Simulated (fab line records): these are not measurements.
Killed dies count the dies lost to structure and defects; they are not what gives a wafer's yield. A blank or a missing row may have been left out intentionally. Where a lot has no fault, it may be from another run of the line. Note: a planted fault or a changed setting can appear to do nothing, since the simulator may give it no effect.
fab line records    flow nandHarc
record: lots: 24  wafers: 72  lastDay: 26
route steps=1159 shown A_CONTACT@950 A_BLC@981 A_M0@1016
lots with no fault: from the same line, run without faults
startH: start of the lot's first displayed wafer, in hours after the record's first day    waitH: how many hours have passed since the lot's step before this one    " repeats the value in the row above    L1.1+2: one row covering several wafers at once    - no value present, or no start provided    * or withheld: withheld    < > ~ a bound
route shown NAME@n: NAME is a module with steps in the file, n the number in the route of the first one    usual: average and standard deviation across the fault-free wafers    same: alike in all rows    chamber/n: place in a boat    sites: the reading at each site    _std_site: standard deviation of those values    _edge_site: outer sites' mean less inner sites'    radiusMm: for every site, how far away it sits from the centre of the wafer    mask NAME#n: copy n    behind: tool/chamber where the wafer was last shaped    hold: the reason the lot was held/the length of the hold in hours/how it ended    device: names the non-switching transistor (n, p or np)    end of line: tests run on the same wafers once the route is complete    a step given without rows: its recipe and nothing more    killed: the dies lost at the first sort to structure and to defects; this is not the yield of the wafer    map: dies across one wafer; x = killed, . = not, _ = none there
set.NAME: the setting that was run; set.NAME@STEP: the one run at that earlier step    model.NAME: the simulator's own value behind a step, which no gauge read
steps of the route over a sample of lots; a table a step, a row a wafer
services: a tool's chamber out of use, with start hour (startH, from the record's first day; less than 0 if before it), hours out, and reason
== steps ==
step: NHARC_A_CONTACT_ETCH_98
recipe: targetDepthA: 200  overEtchFrac: 0.5  timeS: 10  ionEnergyEv: 250  c4f6FlowSccm: 25  o2FlowSccm: 20  arFlowSccm: 500  rfW: 600  biasW: 500  chemistry: C4F6/O2
usual: drypumpMotorCurrentA: 5.8/0.56  o2FlowSccm: 20.00/0.053  oesProductAu: 0.970/0.022  rfVppV: 547/3.1  showerheadPlenumPTorr: 3.94/0.15  throttleValvePct: 26.903/0.0093
same: overEtchFrac: 0.5
lot.wafer  tool        chamber  startH  waitH  drypumpMotorCurrentA  o2FlowSccm  oesProductAu  rfHoursCounterH  rfVppV  showerheadPlenumPTorr  throttleValvePct
L076.3     rieDiel-13  2        -       -      6.0                   20.08       0.996         19               543     3.73                   26.916
L076.1     "           0        "       "      5.6                   19.88       0.957         21               547     3.92                   26.895
L076.6     "           2        "       "      6.0                   20.02       0.991         -                543     3.74                   26.911
L074.1     rieDiel-13  1        -       -      5.2                   20.07       0.982         21               548     3.98                   26.893
L074.3     "           2        "       "      6.0                   19.98       0.995         19               542     3.74                   26.901
L074.6     "           0        "       "      5.6                   20.02       0.973         -                546     3.92                   26.909
L075.3     rieDiel-13  3        -       -      6.2                   20.06       0.958         21               549     4.05                   26.901
L075.4     "           0        "       "      5.6                   19.99       0.956         22               546     3.92                   26.925
L075.5     "           2        "       "      6.1                   19.98       0.980         -                544     3.74                   26.895
L078.3     rieDiel-13  2        -       -      6.0                   19.99       0.986         22               544     3.73                   26.900
L078.1     "           3        "       "      6.2                   20.04       0.946         23               549     4.05                   26.901
L078.5     "           0        "       "      5.6                   20.11       0.954         -                547     3.92                   26.896
L079.4     rieDiel-11  0        -       -      5.8                   20.02       0.958         16               548     3.94                   26.896
L079.2     "           1        "       "      5.5                   20.05       0.937         16               552     4.06                   26.907
L079.3     "           3        "       "      6.6                   20.00       0.955         13               549     3.99                   26.896
L077.3     rieDiel-11  1        -       -      5.5                   20.07       0.945         16               550     4.06                   26.873
L077.6     "           2        "       "      5.5                   19.94       0.972         -                553     4.22                   26.888
L077.5     "           3        "       "      6.6                   20.01       0.976         -                547     3.99                   26.906
L080.4     rieDiel-11  0        -       -      5.8                   20.00       1.005         26               547     3.94                   26.904
L080.1     "           2        "       "      5.5                   20.03       1.011         26               552     4.21                   26.911
L080.5     "           1        "       "      5.5                   20.02       0.972         -                549     4.05                   26.902
L082.3     rieDiel-07  1        -       -      4.7                   20.04       0.987         6                544     3.79                   26.900
L082.6     "           0        "       "      6.7                   20.01       1.022         -                544     3.76                   26.908
L082.5     "           1        "       "      4.8                   20.04       0.991         -                544     3.79                   26.907
L084.3     rieDiel-13  0        -       -      5.6                   19.91       0.959         32               547     3.92                   26.902
L084.1     "           1        "       "      5.3                   19.99       0.973         32               548     3.97                   26.900
L084.6     "           3        "       "      6.2                   20.01       0.957         -                549     4.05                   26.915
L083.3     rieDiel-07  3        445.34  0.1    5.6                   20.03       0.964         7                551     4.16                   26.920
L083.1     "           0        "       "      6.7                   19.97       0.960         8                543     3.76                   26.903
L083.5     "           1        "       "      4.8                   19.99       0.937         -                545     3.79                   26.907
L081.6     rieDiel-07  0        446.88  0.1    6.6                   19.95       0.950         -                544     3.76                   26.902
L081.5     "           1        "       "      4.8                   19.98       0.922         -                544     3.79                   26.894
L081.4     "           3        "       "      5.6                   19.97       0.958         -                552     4.16                   26.896
L087.1     rieDiel-07  1        459.13  0.1    4.8                   20.01       0.986         13               543     3.78                   26.914
L087.3     "           0        "       "      6.7                   19.98       0.996         11               544     3.76                   26.897
L087.5     "           3        "       "      5.5                   20.10       1.004         -                550     4.15                   26.925
L085.3     rieDiel-07  0        459.50  0.2    6.8                   20.03       1.011         11               544     3.76                   26.913
L085.6     "           3        "       "      5.6                   19.99       1.010         -                552     4.15                   26.905
L085.4     "           0        "       "      6.7                   20.03       1.005         -                544     3.76                   26.895
L086.3     rieDiel-13  3        -       -      6.2                   20.03       0.965         0                550     4.05                   26.910
L086.2     "           0        "       "      5.6                   19.99       0.962         1                546     3.91                   26.925
L086.4     "           1        "       "      5.3                   20.08       0.986         1                549     3.97                   26.898
L089.2     rieDiel-13  1        -       -      5.2                   19.92       1.000         2                547     3.97                   26.911
L089.1     "           2        "       "      6.0                   20.09       0.993         2                544     3.73                   26.899
L089.5     "           1        "       "      5.3                   19.96       0.994         -                547     3.97                   26.905
L088.1     rieDiel-13  2        -       -      6.0                   20.01       0.960         2                544     3.73                   26.903
L088.2     "           3        "       "      6.2                   19.89       0.968         2                550     4.05                   26.907
L088.6     "           1        "       "      5.2                   20.01       0.963         -                549     3.97                   26.898
L090.1     rieDiel-07  1        -       -      4.8                   20.07       0.957         25               545     3.78                   26.902
L090.3     "           0        "       "      6.6                   19.97       0.966         23               545     3.75                   26.903
L090.6     "           2        "       "      6.0                   19.91       0.970         -                550     4.06                   26.907
L091.4     rieDiel-13  3        -       -      6.2                   20.07       0.995         6                550     4.04                   26.918
L091.3     "           0        "       "      5.6                   19.99       0.951         6                545     3.91                   26.907
L091.5     "           3        "       "      6.2                   20.00       0.987         -                549     4.04                   26.914
L094.1     rieDiel-13  2        -       -      6.1                   19.99       0.958         7                542     3.72                   26.901
L094.4     "           0        "       "      5.6                   20.02       0.920         7                546     3.91                   26.886
L094.6     "           1        "       "      5.2                   19.96       0.964         -                546     3.97                   26.889
L095.2     rieDiel-07  2        -       -      5.9                   20.03       0.963         19               551     4.06                   26.900
L095.1     "           3        "       "      5.6                   19.96       0.975         33               552     4.14                   26.918
L095.4     "           1        "       "      4.7                   20.03       0.951         33               542     3.77                   26.890
L092.3     rieDiel-07  0        -       -      6.7                   19.98       0.947         32               542     3.75                   26.900
L092.2     "           2        "       "      6.0                   19.94       0.959         20               550     4.06                   26.898
L092.5     "           1        "       "      4.8                   19.99       0.936         -                544     3.77                   26.890
L093.4     rieDiel-07  1        -       -      4.7                   19.90       0.944         37               544     3.77                   26.901
L093.5     "           1        "       "      4.8                   19.88       0.933         -                543     3.77                   26.896
L093.6     "           2        "       "      6.0                   20.09       0.969         -                549     4.05                   26.892
L096.3     rieDiel-13  3        -       -      6.2                   20.03       1.011         13               549     4.04                   26.916
L096.6     "           3        "       "      6.2                   20.04       1.008         -                550     4.04                   26.932
L096.5     "           0        "       "      5.6                   20.03       0.990         -                545     3.91                   26.905
L097.1     rieDiel-11  2        -       -      5.5                   20.03       0.960         62               553     4.19                   26.914
L097.2     "           0        "       "      5.9                   19.92       0.959         65               547     3.91                   26.904
L097.6     "           3        "       "      6.6                   19.95       0.937         -                547     3.96                   26.887
step: NHARC_A_BLC_CD_MEAS_19
usual: cdNm: 100.9/2.7
lot.wafer  tool      chamber  startH  waitH  cdNm
L076.1     cdSem-02  -        396.89  -      101.9
L076.3     "         -        "       "      104.5
L076.6     "         -        "       "      104.6
L074.1     cdSem-03  -        397.66  -      103.7
L074.3     "         -        "       "      100.8
L074.6     "         -        "       "      99.9
L075.3     cdSem-01  -        402.69  -      99.0
L075.4     "         -        "       "      101.0
L075.5     "         -        "       "      100.0
L078.1     cdSem-02  -        406.35  -      102.2
L078.3     "         -        "       "      102.9
L078.5     "         -        "       "      99.5
L079.2     cdSem-01  -        414.06  -      97.8
L079.3     "         -        "       "      107.1
L079.4     "         -        "       "      104.1
L077.3     cdSem-01  -        414.49  -      104.8
L077.5     "         -        "       "      100.1
L077.6     "         -        "       "      106.1
L080.1     cdSem-02  -        443.83  -      97.1
L080.4     "         -        "       "      102.4
L080.5     "         -        "       "      99.5
L082.3     cdSem-03  -        444.58  -      100.6
L082.5     "         -        "       "      104.5
L082.6     "         -        "       "      100.0
L084.1     cdSem-02  -        450.44  -      96.9
L084.3     "         -        "       "      103.7
L084.6     "         -        "       "      98.9
L083.1     cdSem-01  -        450.64  -      103.3
L083.3     "         -        "       "      102.0
L083.5     "         -        "       "      101.0
L081.4     cdSem-03  -        451.09  -      96.7
L081.5     "         -        "       "      101.8
L081.6     "         -        "       "      98.5
L085.3     cdSem-01  -        466.63  -      98.4
L085.4     "         -        "       "      98.5
L085.6     "         -        "       "      99.1
L087.1     cdSem-01  -        467.56  -      97.0
L087.3     "         -        "       "      100.4
L087.5     "         -        "       "      101.3
L086.2     cdSem-03  -        470.63  -      101.5
L086.3     "         -        "       "      96.0
L086.4     "         -        "       "      99.2
L089.1     cdSem-01  -        474.56  -      97.4
L089.2     "         -        "       "      98.6
L089.5     "         -        "       "      102.1
L088.1     cdSem-01  -        477.11  -      98.8
L088.2     "         -        "       "      101.3
L088.6     "         -        "       "      98.8
L091.3     cdSem-01  -        498.53  -      101.5
L091.4     "         -        "       "      102.5
L091.5     "         -        "       "      104.8
L090.1     cdSem-01  -        499.18  -      100.9
L090.3     "         -        "       "      100.1
L090.6     "         -        "       "      101.3
L094.1     cdSem-01  -        507.50  -      100.0
L094.4     "         -        "       "      99.6
L094.6     "         -        "       "      99.9
L095.1     cdSem-02  -        521.51  -      103.2
L095.2     "         -        "       "      97.3
L095.4     "         -        "       "      105.3
L092.2     cdSem-02  -        525.04  -      100.8
L092.3     "         -        "       "      104.7
L092.5     "         -        "       "      105.7
L093.4     cdSem-01  -        535.16  -      101.5
L093.5     "         -        "       "      104.2
L093.6     "         -        "       "      99.7
L096.3     cdSem-02  -        540.56  -      100.0
L096.5     "         -        "       "      105.5
L096.6     "         -        "       "      104.2
L097.1     cdSem-03  -        543.46  -      100.3
L097.2     "         -        "       "      103.5
L097.6     "         -        "       "      99.9
step: NHARC_A_BLC_STRIP_29
recipe: cf4FlowSccm: 150  arFlowSccm: 0  biasW: 0  chemistry: CF4
usual: cf4FlowSccm: 150.0/0.46  drypumpMotorCurrentA: 5.7/0.5  oesProductAu: 1.001/0.012  rfVppV: 59.4/0.98  showerheadPlenumPTorr: 1.77/0.061  throttleValvePct: 13.284/0.0087
lot.wafer  tool        chamber  startH  waitH  cf4FlowSccm  drypumpMotorCurrentA  oesProductAu  rfHoursCounterH  rfVppV  showerheadPlenumPTorr  throttleValvePct
L076.1     rieDiel-12  3        396.99  0.1    150.1        6.0                   1.014         3                58.8    1.81                   13.288
L076.3     "           0        "       "      150.5        5.7                   1.006         3                58.7    1.74                   13.275
L076.6     "           2        "       "      150.1        6.2                   1.012         -                59.0    1.85                   13.274
L074.3     rieDiel-04  0        397.75  0.1    150.3        5.3                   0.990         10               61.5    1.70                   13.289
L074.1     "           2        "       "      149.8        5.3                   1.009         9                58.4    1.85                   13.292
L074.6     "           0        "       "      150.0        5.3                   0.996         -                59.0    1.70                   13.282
L075.3     rieDiel-12  0        402.76  0.1    150.3        5.7                   1.018         7                60.6    1.74                   13.283
L075.4     "           3        "       "      149.2        5.9                   1.016         6                59.5    1.80                   13.268
L075.5     "           1        "       "      149.7        5.9                   1.026         -                60.6    1.81                   13.279
L078.3     rieDiel-04  0        406.44  0.1    149.6        5.3                   0.997         11               59.1    1.70                   13.274
L078.1     "           2        "       "      150.3        5.3                   1.014         11               60.2    1.85                   13.278
L078.5     "           3        "       "      150.1        6.5                   0.988         -                58.5    1.80                   13.296
L079.2     rieDiel-04  3        414.14  0.1    149.1        6.5                   0.995         12               60.8    1.80                   13.275
L079.4     "           0        "       "      149.9        5.3                   0.990         12               58.0    1.69                   13.299
L079.3     "           1        "       "      150.1        5.0                   1.021         12               60.1    1.73                   13.286
L077.3     rieDiel-04  0        414.58  0.1    149.2        5.3                   0.995         12               57.3    1.69                   13.268
L077.6     "           2        "       "      150.5        5.3                   1.002         -                60.0    1.85                   13.278
L077.5     "           3        "       "      150.3        6.5                   0.983         -                58.7    1.80                   13.272
L080.4     rieDiel-01  3        443.91  0.1    149.7        5.8                   0.997         16               58.8    1.71                   13.304
L080.1     "           1        "       "      150.7        5.2                   0.994         15               58.1    1.69                   13.290
L080.5     "           2        "       "      150.0        5.7                   0.986         -                60.0    1.88                   13.301
L082.3     rieDiel-12  2        444.66  0.1    150.1        6.2                   1.017         17               59.9    1.84                   13.279
L082.5     "           2        "       "      149.4        6.2                   1.008         -                59.7    1.84                   13.281
L082.6     "           3        "       "      149.9        6.0                   1.010         -                58.7    1.80                   13.288
L084.3     rieDiel-01  0        450.52  0.1    150.5        4.9                   1.005         16               58.8    1.77                   13.279
L084.1     "           2        "       "      150.2        5.7                   0.996         16               59.6    1.88                   13.287
L084.6     "           3        "       "      149.4        5.8                   0.999         -                58.3    1.71                   13.287
L083.1     rieDiel-12  0        450.71  0.1    150.7        5.7                   0.998         25               59.2    1.74                   13.290
L083.3     "           2        "       "      149.9        6.2                   1.012         19               60.0    1.84                   13.281
L083.5     "           0        "       "      150.4        5.7                   1.004         -                60.0    1.74                   13.293
L081.4     rieDiel-01  0        451.17  0.1    150.1        4.9                   1.003         16               57.7    1.77                   13.293
L081.6     "           2        "       "      151.1        5.6                   0.987         -                60.0    1.88                   13.277
L081.5     "           3        "       "      150.2        5.8                   0.996         -                59.6    1.71                   13.275
L085.3     rieDiel-01  3        466.71  0.1    150.5        5.8                   1.000         18               59.2    1.71                   13.273
L085.4     "           0        "       "      149.2        4.9                   1.007         17               59.6    1.77                   13.298
L085.6     "           0        "       "      149.7        4.9                   0.995         -                58.8    1.77                   13.276
L087.1     rieDiel-01  0        467.65  0.1    150.1        4.9                   1.001         17               59.3    1.77                   13.273
L087.3     "           2        "       "      149.5        5.7                   0.989         17               61.6    1.88                   13.284
L087.5     "           0        "       "      149.3        4.9                   0.988         -                57.3    1.77                   13.271
L086.2     rieDiel-12  0        470.71  0.1    150.2        5.7                   1.012         32               59.2    1.74                   13.284
L086.3     "           1        "       "      150.0        5.9                   1.013         37               56.5    1.80                   13.271
L086.4     "           3        "       "      149.8        6.0                   1.019         33               60.5    1.80                   13.290
L089.1     rieDiel-01  2        474.63  0.1    149.5        5.7                   0.999         18               59.7    1.88                   13.281
L089.2     "           0        "       "      149.5        4.9                   1.003         18               59.1    1.77                   13.293
L089.5     "           2        "       "      149.7        5.7                   0.990         -                60.3    1.88                   13.278
L088.2     rieDiel-04  0        477.21  0.1    150.4        5.3                   0.991         0                58.9    1.69                   13.297
L088.1     "           1        "       "      149.9        5.0                   1.017         0                58.6    1.73                   13.277
L088.6     "           2        "       "      150.0        5.3                   1.006         -                59.6    1.85                   13.290
L091.4     rieDiel-04  3        498.60  0.1    149.4        6.5                   0.987         2                60.1    1.80                   13.294
L091.3     "           0        "       "      150.2        5.3                   0.991         2                58.7    1.69                   13.280
L091.5     "           3        "       "      150.0        6.5                   0.986         -                60.3    1.80                   13.267
L090.1     rieDiel-12  3        499.27  0.1    149.1        6.0                   1.012         45               58.7    1.79                   13.280
L090.3     "           0        "       "      149.6        5.7                   1.002         43               58.6    1.73                   13.287
L090.6     "           2        "       "      150.0        6.2                   0.999         -                59.6    1.84                   13.291
L094.4     rieDiel-01  1        507.58  0.1    149.2        5.2                   1.003         0                58.6    1.69                   13.281
L094.1     "           0        "       "      149.5        4.9                   0.988         0                59.0    1.77                   13.300
L094.6     "           2        "       "      150.4        5.7                   0.977         -                60.0    1.88                   13.289
L095.4     rieDiel-04  1        521.60  0.1    150.5        5.0                   0.998         4                58.1    1.73                   13.279
L095.2     "           2        "       "      149.7        5.3                   1.005         4                60.4    1.85                   13.290
L095.1     "           3        "       "      149.6        6.5                   0.979         4                58.8    1.80                   13.271
L092.2     rieDiel-04  1        525.13  0.1    149.8        5.0                   1.014         4                58.8    1.73                   13.281
L092.3     "           2        "       "      149.7        5.3                   1.002         4                60.3    1.85                   13.288
L092.5     "           0        "       "      150.5        5.3                   0.989         -                59.0    1.69                   13.292
L093.4     rieDiel-04  3        535.23  0.1    150.0        6.5                   0.986         5                59.4    1.80                   13.283
L093.6     "           3        "       "      150.4        6.5                   0.981         -                60.5    1.80                   13.277
L093.5     "           0        "       "      150.5        5.3                   0.992         -                58.8    1.69                   13.293
L096.3     rieDiel-12  1        540.66  0.1    149.6        5.9                   1.007         61               58.2    1.79                   13.283
L096.5     "           2        "       "      150.8        6.2                   1.006         -                59.7    1.83                   13.267
L096.6     "           3        "       "      150.1        6.0                   1.016         -                59.2    1.79                   13.278
L097.2     rieDiel-01  3        543.55  0.1    150.4        5.8                   1.019         5                58.4    1.71                   13.286
L097.1     "           1        "       "      149.8        5.2                   1.009         5                59.0    1.69                   13.299
L097.6     "           3        "       "      150.1        5.8                   1.023         -                57.9    1.71                   13.276
step: NHARC_A_BLC_ALD_23
recipe: targetThkA: 30  pulseTimeS: 1  aldCycles: 150  tempC: 450  material: TiN
usual: heaterPowerW: 1069/94  precursorPulseHeightRel: 1.000/0.022
lot.wafer  tool         chamber  startH  waitH  heaterPowerW  precursorPulseHeightRel
L076.3     aldMetal-03  1        397.78  -      997           0.996
L076.1     "            2        "       "      1314          0.984
L076.6     "            0        "       "      1066          0.995
L074.1     aldMetal-01  3        398.61  -      931           1.015
L074.3     "            0        "       "      965           1.019
L074.6     "            1        "       "      1016          0.991
L075.4     aldMetal-03  2        403.54  -      1286          1.050
L075.3     "            1        "       "      1033          1.005
L075.5     "            3        "       "      1076          0.982
L078.1     aldMetal-02  3        407.23  -      1124          0.979
L078.3     "            0        "       "      1096          0.983
L078.5     "            2        "       "      1036          1.005
L079.3     aldMetal-03  1        414.91  -      1014          1.008
L079.2     "            2        "       "      1303          0.969
L079.4     "            0        "       "      1049          1.033
L077.3     aldMetal-02  1        415.35  -      999           1.000
L077.5     "            0        "       "      1100          1.002
L077.6     "            1        "       "      967           0.987
L080.4     aldMetal-03  2        444.69  -      1309          1.006
L080.1     "            0        "       "      1061          1.013
L080.5     "            2        "       "      1292          1.015
L082.3     aldMetal-01  2        445.43  -      945           0.995
L082.6     "            2        "       "      922           1.000
L082.5     "            3        "       "      900           1.013
L084.1     aldMetal-03  2        451.30  -      1318          0.982
L084.3     "            0        "       "      1065          0.979
L084.6     "            2        "       "      1302          1.070
L083.1     aldMetal-01  1        451.50  -      1001          1.016
L083.3     "            0        "       "      1007          1.020
L083.5     "            2        "       "      953           0.991
L081.4     aldMetal-02  2        451.95  -      1089          1.022
L081.5     "            1        "       "      1009          0.993
L081.6     "            2        "       "      1125          1.010
L085.3     aldMetal-02  2        467.51  -      1132          0.974
L085.4     "            0        "       "      1073          1.030
L085.6     "            1        "       "      1015          0.981
L087.3     aldMetal-01  2        468.43  -      945           1.001
L087.1     "            0        "       "      955           0.956
L087.5     "            2        "       "      942           1.016
L086.3     aldMetal-01  2        471.50  -      970           0.977
L086.4     "            3        "       "      985           0.989
L086.2     "            0        "       "      990           1.024
L089.2     aldMetal-02  0        475.40  -      1086          0.973
L089.1     "            1        "       "      1002          0.987
L089.5     "            0        "       "      1082          0.986
L088.2     aldMetal-02  3        477.95  -      1145          0.999
L088.1     "            2        "       "      1056          0.987
L088.6     "            3        "       "      1172          1.036
L091.3     aldMetal-03  3        499.39  -      1064          1.005
L091.4     "            1        "       "      1011          1.027
L091.5     "            0        "       "      1053          0.997
L090.3     aldMetal-02  1        500.06  -      1006          0.968
L090.1     "            2        "       "      1089          0.985
L090.6     "            3        "       "      1110          0.985
L094.4     aldMetal-02  2        508.35  -      1075          1.017
L094.1     "            3        "       "      1144          0.989
L094.6     "            2        "       "      1111          0.998
L095.1     aldMetal-03  2        522.35  -      1298          0.976
L095.4     "            3        "       "      1076          1.024
L095.2     "            1        "       "      999           0.988
L092.2     aldMetal-02  0        525.88  -      1096          1.001
L092.3     "            1        "       "      1010          1.000
L092.5     "            1        "       "      986           1.009
L093.4     aldMetal-02  1        535.99  -      1016          1.003
L093.6     "            1        "       "      1008          1.001
L093.5     "            2        "       "      1094          1.031
L096.3     aldMetal-02  0        541.46  -      1113          1.015
L096.6     "            1        "       "      1034          0.989
L096.5     "            2        "       "      1129          1.027
L097.1     aldMetal-01  1        544.35  -      1090          0.995
L097.2     "            3        "       "      996           0.997
L097.6     "            1        "       "      1110          1.017
step: NHARC_A_BLC_CVD_24
recipe: targetThkA: 1500  tempC: 300  pressureTorr: 40  wf6FlowSccm: 40  h2FlowSccm: 1600  arFlowSccm: 1560  timeS: 434  material: W
usual: heaterPowerW: 509/38  throttleValvePct: 8.4/0.39
lot.wafer  tool     chamber  startH  waitH  heaterPowerW  throttleValvePct
L076.1     cvdW-02  1        -       -      486           8.7
L076.3     "        1        "       "      493           8.7
L076.6     "        0        "       "      551           8.1
L074.1     cvdW-02  0        -       -      554           8.3
L074.3     "        0        "       "      540           8.1
L074.6     "        0        "       "      542           8.1
L075.4     cvdW-02  1        -       -      476           8.7
L075.3     "        0        "       "      534           7.9
L075.5     "        1        "       "      473           8.7
L078.1     cvdW-02  0        -       -      556           8.4
L078.3     "        0        "       "      559           8.3
L078.5     "        0        "       "      551           8.4
L079.2     cvdW-02  0        -       -      549           8.2
L079.3     "        0        "       "      539           8.3
L079.4     "        1        "       "      481           8.5
L077.3     cvdW-02  0        -       -      539           8.1
L077.6     "        1        "       "      491           8.8
L077.5     "        0        "       "      558           8.3
L080.1     cvdW-01  1        -       -      453           7.6
L080.4     "        1        "       "      456           8.0
L080.5     "        0        "       "      529           8.7
L082.3     cvdW-02  1        -       -      478           8.9
L082.6     "        1        "       "      467           8.7
L082.5     "        0        "       "      557           8.2
L084.1     cvdW-01  1        -       -      458           7.6
L084.3     "        1        "       "      463           8.0
L084.6     "        0        "       "      527           9.0
L083.1     cvdW-01  0        -       -      519           8.8
L083.3     "        0        "       "      509           9.1
L083.5     "        0        "       "      516           8.8
L081.4     cvdW-02  1        -       -      489           8.7
L081.5     "        1        "       "      471           8.7
L081.6     "        0        "       "      549           8.2
L085.3     cvdW-02  0        -       -      562           8.4
L085.4     "        0        "       "      541           8.0
L085.6     "        0        "       "      542           8.1
L087.1     cvdW-02  0        -       -      534           8.4
L087.3     "        0        "       "      552           8.1
L087.5     "        0        "       "      556           8.2
L086.2     cvdW-01  0        -       -      526           9.0
L086.3     "        0        "       "      521           9.1
L086.4     "        1        "       "      448           7.9
L089.1     cvdW-02  1        -       -      471           8.6
L089.2     "        0        "       "      543           8.4
L089.5     "        1        "       "      477           8.5
L088.2     cvdW-02  0        -       -      555           8.4
L088.1     "        1        "       "      481           8.7
L088.6     "        1        "       "      477           8.4
L091.3     cvdW-02  0        -       -      536           8.6
L091.4     "        1        "       "      491           8.7
L091.5     "        1        "       "      477           8.7
L090.1     cvdW-02  1        -       -      484           8.8
L090.3     "        1        "       "      492           8.9
L090.6     "        1        "       "      488           8.6
L094.1     cvdW-01  1        -       -      472           7.7
L094.4     "        1        "       "      458           7.5
L094.6     "        1        "       "      456           7.6
L095.2     cvdW-02  0        -       -      548           8.3
L095.1     "        1        "       "      478           9.0
L095.4     "        1        "       "      471           8.8
L092.2     cvdW-02  0        -       -      557           8.4
L092.3     "        1        "       "      473           8.7
L092.5     "        1        "       "      493           8.9
L093.4     cvdW-02  1        -       -      487           8.8
L093.6     "        0        "       "      539           8.3
L093.5     "        1        "       "      472           8.9
L096.3     cvdW-01  0        -       -      528           8.9
L096.6     "        0        "       "      536           8.4
L096.5     "        1        "       "      444           7.8
L097.1     cvdW-01  1        -       -      461           7.5
L097.2     "        0        "       "      517           8.4
L097.6     "        1        "       "      460           7.8
step: NHARC_A_M0_PVD_21
recipe: targetThkA: 300  chamberPressurePa: 5  powerW: 5000  substrateTempC: 30  timeS: 20.49  material: Cu
usual: throttleValvePct: 30.3/1.2
lot.wafer  tool           chamber  startH  waitH  throttleValvePct
L076.1     pvdSputter-01  -        -       -      29.9
L076.3     "              -        "       "      30.9
L076.6     "              -        "       "      29.6
L074.1     pvdSputter-03  -        -       -      29.9
L074.3     "              -        "       "      29.9
L074.6     "              -        "       "      30.0
L075.4     pvdSputter-01  -        -       -      28.8
L075.3     "              -        "       "      31.2
L075.5     "              -        "       "      28.7
L078.1     pvdSputter-02  -        -       -      30.9
L078.3     "              -        "       "      28.9
L078.5     "              -        "       "      29.6
L079.4     pvdSputter-01  -        -       -      33.1
L079.3     "              -        "       "      28.4
L079.2     "              -        "       "      31.4
L077.3     pvdSputter-03  -        -       -      31.4
L077.6     "              -        "       "      30.4
L077.5     "              -        "       "      30.0
L080.1     pvdSputter-03  -        -       -      29.8
L080.4     "              -        "       "      30.1
L080.5     "              -        "       "      30.0
L082.3     pvdSputter-02  -        -       -      30.9
L082.6     "              -        "       "      31.0
L082.5     "              -        "       "      30.0
L084.1     pvdSputter-01  -        -       -      32.6
L084.3     "              -        "       "      30.9
L084.6     "              -        "       "      32.6
L083.3     pvdSputter-02  -        -       -      29.1
L083.1     "              -        "       "      30.8
L083.5     "              -        "       "      29.2
L081.4     pvdSputter-01  -        -       -      31.2
L081.5     "              -        "       "      28.4
L081.6     "              -        "       "      31.2
L085.3     pvdSputter-01  -        -       -      31.2
L085.4     "              -        "       "      28.4
L085.6     "              -        "       "      30.1
L087.3     pvdSputter-02  -        -       -      29.9
L087.1     "              -        "       "      30.9
L087.5     "              -        "       "      29.9
L086.4     pvdSputter-01  -        -       -      30.9
L086.2     "              -        "       "      30.1
L086.3     "              -        "       "      28.3
L089.2     pvdSputter-02  -        -       -      31.1
L089.1     "              -        "       "      30.8
L089.5     "              -        "       "      29.2
L088.2     pvdSputter-03  -        -       -      29.2
L088.1     "              -        "       "      30.7
L088.6     "              -        "       "      29.3
L091.4     pvdSputter-01  -        -       -      28.5
L091.3     "              -        "       "      29.9
L091.5     "              -        "       "      32.5
L090.1     pvdSputter-02  -        -       -      30.8
L090.3     "              -        "       "      30.8
L090.6     "              -        "       "      30.6
L094.1     pvdSputter-03  -        -       -      29.2
L094.4     "              -        "       "      30.4
L094.6     "              -        "       "      29.1
L095.2     pvdSputter-03  -        -       -      29.1
L095.1     "              -        "       "      30.1
L095.4     "              -        "       "      30.9
L092.2     pvdSputter-01  -        -       -      29.2
L092.3     "              -        "       "      32.8
L092.5     "              -        "       "      29.4
L093.4     pvdSputter-01  -        -       -      31.0
L093.5     "              -        "       "      32.4
L093.6     "              -        "       "      29.3
L096.3     pvdSputter-03  -        -       -      29.7
L096.5     "              -        "       "      29.0
L096.6     "              -        "       "      30.0
L097.1     pvdSputter-03  -        -       -      29.0
L097.2     "              -        "       "      30.8
L097.6     "              -        "       "      29.3
== services ==
tool           chamber  startH  hours  kind
rieDiel-01     3        369.76  5.5    repair
rieDiel-07     3        371.03  30.2   repair
rieDiel-01     2        372.73  8.3    repair
rieDiel-12     -        379.45  9.0    pm
cvdW-02        -        382.46  13.0   pm
rieDiel-12     0        404.99  3.0    repair
rieDiel-07     -        405.26  9.0    pm
rieDiel-07     2        443.45  30.7   repair
rieDiel-04     3        446.09  1.7    repair
rieDiel-07     0        448.96  4.0    repair
rieDiel-13     -        453.00  9.0    pm
pvdSputter-03  -        458.02  10.0   pm
cvdW-02        -        465.62  1.0    repair
rieDiel-04     -        465.94  9.0    pm
cvdW-02        1        467.15  7.8    repair
pvdSputter-03  -        477.80  0.8    repair
aldMetal-02    -        488.72  0.6    repair
rieDiel-01     -        491.80  9.0    pm
pvdSputter-01  -        514.02  10.0   pm
pvdSputter-03  -        516.29  3.8    repair
rieDiel-13     0        516.32  3.3    repair
cvdW-02        0        516.75  9.0    repair
aldMetal-02    -        542.00  10.0   pm
pvdSputter-01  -        545.71  0.9    repair
== key ==
fault none
